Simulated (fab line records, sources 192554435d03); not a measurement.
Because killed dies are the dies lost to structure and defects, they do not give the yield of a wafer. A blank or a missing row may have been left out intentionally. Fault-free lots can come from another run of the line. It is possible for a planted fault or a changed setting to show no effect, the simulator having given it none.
Problem report, 8D (eight disciplines) form, completed by code / flow n5 finfet / the parts of the form that need people (team, actions taken, sign-off) are left out

1. WHAT IS WRONG
Wafers without a fault read 145.9 nm, standard deviation 2.8; trench depth nm at N5_BEOL_M10_OCD_MEAS_38 reads a mean of 196.5 nm on 3 wafers belonging to 2 lots. Measured from the usual mean, that is +18 standard deviations.
The first sign was on wafer L721.4 at day 13 11:21, on ocd-02. Wafers with a number at this step in the record: 28, from 10 lots. Rule for "out" (also "out of limits"): further than 4 standard deviations from the usual mean. All remaining wafers that have a number are taken as sound.

2. WHAT IT IS, WHAT IT ISN'T
question=which readings at this step | is=trench depth nm | is not=-
question=which lots | is=L718, L721 | is not=L708, L709, L710, L711, L713, L723, L725, L729
question=which wafers of those lots | is=L718.4, L721.4, L721.5 | is not=L718.6
question=read on which gauges | is=ocd-02 | is not=ocd-01
question=when | is=from day 13 11:21 | is not=up to then (15 sound wafers); but 10 sound wafers of L718, L723, L725, L729 came after

3. SUSPECTS, AND WHAT RULES EACH OUT
Counting: a tool at a process step up to the reading stays a suspect if it ran every lot that is out. Sound lots after the first of them don't rule it out here, since some wafers of a struck lot are sound.
- the gauge at N5_BEOL_M10_OCD_MEAS_38 is ruled out. All the wafers that are out were read on ocd-02, but those of them that N5_BEOL_M10_THK_MEAS_53 has rows for are out there too, on other tools.
- rie diel-02 at N5_BEOL_M10_ETCH_61 (etches SiARC in CF4, target depth 39 nm, time 65 s): kept. It ran every lot that is out, first L721 (day 13 06:15); its last sound lot up to then is L713 (day 12 03:12).
- rie diel-02 at N5_BEOL_M10_TRENCH_ETCH_37 (etches SiCOH lowk in C4F6/O2, target depth 148.83 nm, time 48 s): kept. It ran every lot that is out, first L721 (day 13 11:10); its last sound lot up to then is L713 (day 12 04:58).
- Within rie diel-02 at N5_BEOL_M10_ETCH_61, the wafers that are out were processed in chamber 0 and their sound lot-mates in chamber 1.
After counting, rie diel-02 at N5_BEOL_M10_ETCH_61 and rie diel-02 at N5_BEOL_M10_TRENCH_ETCH_37 remain.

4. THE CAUSE (what the simulator had put in)
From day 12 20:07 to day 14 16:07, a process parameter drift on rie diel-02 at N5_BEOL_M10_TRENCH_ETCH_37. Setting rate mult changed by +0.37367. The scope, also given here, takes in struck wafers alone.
Counting leaves 2 suspects; this tool is one of them.

5. THE CHAIN OF EFFECTS, in route order
Rows list readings where the struck wafers' mean (over those with a number) sits beyond 3 standard deviations from the usual. Readings are gone through only where the record gives a usual standard deviation; hours: the median, over the lots, of the time from a lot's start at the first step in this table giving one to that lot's start at this step; sigmas: the change measured in usual standard deviations.
hours=0; step=N5_BEOL_M10_TRENCH_ETCH_37; reading=oes product au; usual=0.77 a.u.; on struck wafers=0.94; change=+0.17; sigmas=+3.3
hours=0; step=N5_BEOL_M10_OCD_MEAS_38; reading=trench depth nm; usual=145.9 nm; on struck wafers=196.5; change=+50.6; sigmas=+18
hours=5; step=N5_BEOL_M10_THK_MEAS_53; reading=M10_THK; usual=140 nm; on struck wafers=190; change=+50; sigmas=+15
hours=5; step=N5_BEOL_M10_RS_MEAS_57; reading=M10_RS; usual=0.154 ohm/sq; on struck wafers=0.110; change=-0.044; sigmas=-12
Here are the process steps it includes:
- N5_BEOL_M10_TRENCH_ETCH_37: etches SiCOH lowk in C4F6/O2, target depth 148.83 nm, time 48 s.

6. HOW IT WOULD HAVE BEEN CAUGHT EARLIER
In this record the first reading out of limits at a measuring or inspecting step was taken at day 13 11:21, 15 hours after the fault began at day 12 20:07.
Of the tool readings at N5_BEOL_M10_TRENCH_ETCH_37 for which the record gives a usual standard deviation, none was out on any struck wafer, so an alarm limit of 4 standard deviations on them would not have fired.
Of the lots that are out (2), L718 began N5_BEOL_M10_TRENCH_ETCH_37 on rie diel-02 after day 13 11:21. Had the tool been put on hold then, it would have been spared.
